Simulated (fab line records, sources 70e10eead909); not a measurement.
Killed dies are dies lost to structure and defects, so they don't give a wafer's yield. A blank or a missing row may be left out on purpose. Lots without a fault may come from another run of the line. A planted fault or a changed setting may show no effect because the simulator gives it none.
Which tool did it? | flow nand_harc | 13 lots, 39 wafers sampled, at 3 steps of a route of 1302

WHAT THE GAUGES READ, wafer by wafer
NHARC_THIN_TSV_CD_MEAS_16.
lot  | measured     | on        | cd_nm (nm)
L266 | day 25 12:28 | cd_sem-01 | 1000.0 1001.1 998.8
L265 | day 25 13:37 | cd_sem-02 | 1002.9 1000.0 1001.2
L267 | day 25 14:50 | cd_sem-01 | 1000.5 1000.6 1002.3
L269 | day 25 17:14 | cd_sem-02 | 1001.5 1000.9 1002.7
L271 | day 25 18:25 | cd_sem-01 | 1001.6 1000.8 1001.3
L270 | day 27 00:40 | cd_sem-01 | 1004.6 1002.4 1003.7
L275 | day 27 07:54 | cd_sem-01 | 1001.4 1002.3 998.4
L272 | day 27 19:08 | cd_sem-01 | 1004.5 1003.3 1002.7
L273 | day 27 20:31 | cd_sem-02 | 1001.4 1000.9 1000.7
L274 | day 27 23:40 | cd_sem-02 | 1001.2 1003.1 1001.2
L276 | day 28 22:59 | cd_sem-02 | 1001.1 998.6 999.4
L280 | day 30 06:05 | cd_sem-03 | 1002.9 1003.7 1002.3
L287 | day 32 21:11 | cd_sem-01 | 1008.8 999.7 998.0

WHICH TOOL RAN EACH LOT (tool, then ch and the chambers of the sampled wafers, then the start)
lot  | NHARC_THIN_TSV_DEP_43           | NHARC_THIN_TSV_ETCH_44
L266 | pecvd-01 ch 0,1, day 25 10:50   | rie_diel-10 ch 0,1,3, day 25 11:55
L265 | pecvd-01 ch 0,2, day 25 11:49   | rie_diel-11 ch 0,1,3, day 25 12:53
L267 | pecvd-04 ch 1,2, day 25 13:02   | rie_diel-10 ch 1,3, day 25 14:07
L269 | pecvd-01 ch 0,2, day 25 15:25   | rie_diel-07 ch 0,1, day 25 16:23
L271 | pecvd-01 ch 1,2, day 25 16:41   | rie_diel-07 ch 1,3, day 25 17:46
L270 | pecvd-04 ch 0,1, day 26 23:06   | rie_diel-10 ch 0,1, day 27 00:01
L275 | pecvd-01 ch 0,2, day 27 06:13   | rie_diel-11 ch 0,2,3, day 27 07:21
L272 | pecvd-01 ch 1,2, day 27 17:31   | rie_diel-07 ch 0,2, day 27 18:25
L273 | pecvd-02 ch 0,2, day 27 18:44   | rie_diel-11 ch 0,1,3, day 27 19:51
L274 | pecvd-01 ch 0,1,2, day 27 21:53 | rie_diel-10 ch 1,3, day 27 22:58
L276 | pecvd-01 ch 0,1,2, day 28 21:19 | rie_diel-07 ch 0,1,2, day 28 22:16
L280 | pecvd-01 ch 0,1,2, day 30 04:18 | rie_diel-10 ch 0,2,3, day 30 05:29
L287 | pecvd-01 ch 0,2, day 32 19:22   | rie_diel-11 ch 0,2,3, day 32 20:31
- NHARC_THIN_TSV_DEP_43: deposits SiO2, target thk 1328.5 nm.
- NHARC_THIN_TSV_ETCH_44: etches the open film in CF4/O2, target depth 1594.2 nm, time 797.1 s.

WHAT THE TOOLS THEMSELVES READ (means of the sampled wafers that have a number; where no wafer has one, the mark that the record gives instead)
NHARC_THIN_TSV_DEP_43.
lot  | tool     | throttle_valve_pct (%)
L266 | pecvd-01 | 15.4
L265 | pecvd-01 | 15.8
L267 | pecvd-04 | 16.1
L269 | pecvd-01 | 15.8
L271 | pecvd-01 | 15.5
L270 | pecvd-04 | 15.5
L275 | pecvd-01 | 15.9
L272 | pecvd-01 | 15.5
L273 | pecvd-02 | 16.1
L274 | pecvd-01 | 15.8
L276 | pecvd-01 | 15.8
L280 | pecvd-01 | 15.6
L287 | pecvd-01 | 15.9

NHARC_THIN_TSV_ETCH_44.
lot  | tool        | drypump_motor_current_A (A) | oes_product_au (a.u.) | rf_fwd_power_W (W) | rf_vpp_V (V) | showerhead_plenum_p_Torr (Torr) | throttle_valve_pct (%)
L266 | rie_diel-10 | 5.3                         | 1.010                 | 300.0              | 795          | 1.84                            | 16.917
L265 | rie_diel-11 | 5.8                         | 0.998                 | 299.9              | 796          | 1.87                            | 16.920
L267 | rie_diel-10 | 5.4                         | 0.999                 | 299.1              | 799          | 1.90                            | 16.920
L269 | rie_diel-07 | 5.9                         | 0.999                 | 299.1              | 798          | 1.89                            | 16.916
L271 | rie_diel-07 | 5.7                         | 0.990                 | 299.9              | 797          | 1.88                            | 16.915
L270 | rie_diel-10 | 5.3                         | 0.989                 | 298.9              | 791          | 1.79                            | 16.920
L275 | rie_diel-11 | 6.0                         | 0.997                 | 300.0              | 793          | 1.82                            | 16.916
L272 | rie_diel-07 | 5.6                         | 0.995                 | 298.8              | 797          | 1.87                            | 16.913
L273 | rie_diel-11 | 5.7                         | 0.996                 | 298.9              | 796          | 1.86                            | 16.912
L274 | rie_diel-10 | 5.4                         | 0.989                 | 299.6              | 798          | 1.90                            | 16.913
L276 | rie_diel-07 | 5.8                         | 0.995                 | 299.5              | 797          | 1.88                            | 16.907
L280 | rie_diel-10 | 5.4                         | 0.993                 | 298.5              | 798          | 1.88                            | 16.911
L287 | rie_diel-11 | 6.0                         | 0.914                 | 259.8              | 793          | 1.82                            | 16.914

THE ANSWER, worked out from the rows above alone
Rule: what is usual is taken from the lots themselves. Put in order of their means at a reading, lots are off if they are a third of the lots or fewer, leave a main group of 4 or more, and stand apart from it by a gap of 3 or more times the standard deviation of the main group's means; of several such gaps the widest counts. A main group whose means are all the same, to the digits that the tables above print for the reading, isn't used. A lot without any number at a reading at which 4 lots or more have one is off too. The other lots that the step has rows for count as sound. The gauges are gone through in route order, then the tools' own readings, and for those a lot's mean is taken as printed above. The first step at which some lot is off is used, and at that step the reading that is off furthest; a lot without a number counts as furthest.
Off: L287, at NHARC_THIN_TSV_ETCH_44 (rf_fwd_power_W). The main group: mean 299.4 W, standard deviation 0.51.
A tool fits if, at that step or a process step before it, it ran every lot that is off, and no sound lot after the first of them. Can't be told from this: 2 tools fit, pecvd-01 at NHARC_THIN_TSV_DEP_43, rie_diel-11 at NHARC_THIN_TSV_ETCH_44.

WHAT THE SIMULATOR HAD PUT IN
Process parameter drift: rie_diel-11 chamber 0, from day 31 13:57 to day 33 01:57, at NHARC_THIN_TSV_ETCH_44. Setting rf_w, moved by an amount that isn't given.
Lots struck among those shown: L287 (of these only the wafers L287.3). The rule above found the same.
